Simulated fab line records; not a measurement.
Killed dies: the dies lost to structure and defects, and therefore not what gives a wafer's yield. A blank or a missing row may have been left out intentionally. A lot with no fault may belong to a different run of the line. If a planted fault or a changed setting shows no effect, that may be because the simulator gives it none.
Matching of chambers -- flow n5 finfet -- N5_BEOL_M0_SAQP_PECVD_96 on pecvd-03: 3 sister chambers
The step deposits a-Si from SiH4/He, target thk 45 nm, time 45.2 s. 3 wafers are shown with their chamber, then 12 later ones without.

WAFERS WITH THEIR CHAMBER
wafer,chamber,showerhead plenum p Torr (Torr)
L087.1,0,5.65
L087.3,2,5.62
L087.5,1,5.75

WAFERS WHOSE CHAMBER IS MISSING
wafer,showerhead plenum p Torr (Torr)
L089.1,5.75
L089.2,5.61
L089.5,5.61
L090.3,5.59
L090.5,5.61
L090.6,5.67
L095.3,5.60
L095.4,5.62
L095.5,5.75
L096.3,5.75
L096.4,5.68
L096.5,5.61

WHICH CHAMBER EACH ONE RAN IN
wafer,from the rows above,in truth
L089.1,1,1
L089.2,can't be placed: 2 or 0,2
L089.5,can't be placed: 2 or 0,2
L090.3,can't be placed: 2 or 0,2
L090.5,can't be placed: 2 or 0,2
L090.6,can't be placed: 0 or 2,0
L095.3,can't be placed: 2 or 0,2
L095.4,can't be placed: 2 or 0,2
L095.5,1,1
L096.3,1,1
L096.4,can't be placed: 0 or 2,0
L096.5,can't be placed: 2 or 0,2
Correct placement for 3 of the 12. Cannot be placed on the basis of these rows: 9; the candidates contain the true chamber in 9. Placed wrongly: 0.
How it was worked out, from the rows above alone: a wafer's distance from a chamber is the root of the sum, over the readings, of the square of ((its reading less the chamber's mean) divided by the reading's scatter). If the next closest chamber is less than 2 further off than the closest, the wafer can't be placed; otherwise it belongs to the closest. The mean given for a chamber averages the wafers shown for that chamber. The scatter: root of mean squared gap, hidden wafer to nearest shown wafer, with one shown wafer a chamber.
